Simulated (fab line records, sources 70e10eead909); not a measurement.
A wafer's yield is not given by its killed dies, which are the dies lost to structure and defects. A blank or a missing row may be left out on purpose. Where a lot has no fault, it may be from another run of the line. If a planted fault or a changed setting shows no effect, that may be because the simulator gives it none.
Which tool did it? -- flow nand-harc -- 6 lots with 18 wafers sampled at 5 steps, on a route of 1159 steps

== WHAT THE GAUGES READ, wafer by wafer ==
NHARC_END_SORT_01.
lot,measured,on,defect-limited-yield (%)
L817,day 19 13:11,prober-01,94.8 0 93.6

== WHAT TOOL EACH LOT RAN ON (gives the tool, then ch and the chambers of the sampled wafers, and finally the start) ==
lot,NHARC_A_M1_PVD_21,NHARC_A_BONDPAD_DEGAS_25,NHARC_A_BONDPAD_PRE_CLEAN_26,NHARC_THIN_TSV_CMP_21
L819,"pvd-sputter-02, day 17 21:52","pvd-sputter-03, day 18 02:23","pvd-sputter-03, day 18 18:01 or earlier","cmp-01 ch 1,2,3, day 18 18:01"
L817,"pvd-sputter-01, day 18 00:16","pvd-sputter-01, day 18 04:52","pvd-sputter-01, day 18 23:21 or earlier","cmp-01 ch 0,1, day 18 23:21"
L827,"pvd-sputter-02, day 21 08:20","pvd-sputter-02, day 21 12:55","pvd-sputter-02, day 22 08:01 or earlier","cmp-02 ch 0,2,3, day 22 08:01"
L830,"pvd-sputter-01, day 21 23:46","pvd-sputter-02, day 22 04:22","pvd-sputter-02, day 22 21:22 or earlier","cmp-01 ch 0,2,3, day 22 21:22"
L835,"pvd-sputter-02, day 22 17:46","pvd-sputter-01, day 22 22:31","pvd-sputter-01, day 23 17:51 or earlier","cmp-02 ch 0,1,3, day 23 17:51"
L836,"pvd-sputter-02, day 23 05:50","pvd-sputter-01, day 23 10:16","pvd-sputter-01, day 24 03:06 or earlier","cmp-02 ch 0,3, day 24 03:06"
- NHARC_A_M1_PVD_21: deposits Cu, target thk 30 nm, time 20.49 s.
- NHARC_A_BONDPAD_DEGAS_25: time 60 s.
- NHARC_A_BONDPAD_PRE_CLEAN_26: time 30 s.
- NHARC_THIN_TSV_CMP_21: polishes, t overpolish 30 s, target thk 2000 nm.

== THE ANSWER, worked out from the rows above alone ==
Rule: usual is defined by the lots themselves. Put in order of their means at a reading, lots are off if they are a third of the lots or fewer, leave a main group of 4 or more, and stand apart from it by a gap of 3 or more times the standard deviation of the main group's means; of several such gaps the widest counts. A main group is skipped when, at the precision printed for the reading in the tables above, its means are all equal. Also off: a lot with no number at a reading for which 4 or more lots have one. All remaining lots with rows at the step are treated as sound.
Nothing can be told from this: no lot is off at any reading shown.

== WHAT THE SIMULATOR HAD PUT IN ==
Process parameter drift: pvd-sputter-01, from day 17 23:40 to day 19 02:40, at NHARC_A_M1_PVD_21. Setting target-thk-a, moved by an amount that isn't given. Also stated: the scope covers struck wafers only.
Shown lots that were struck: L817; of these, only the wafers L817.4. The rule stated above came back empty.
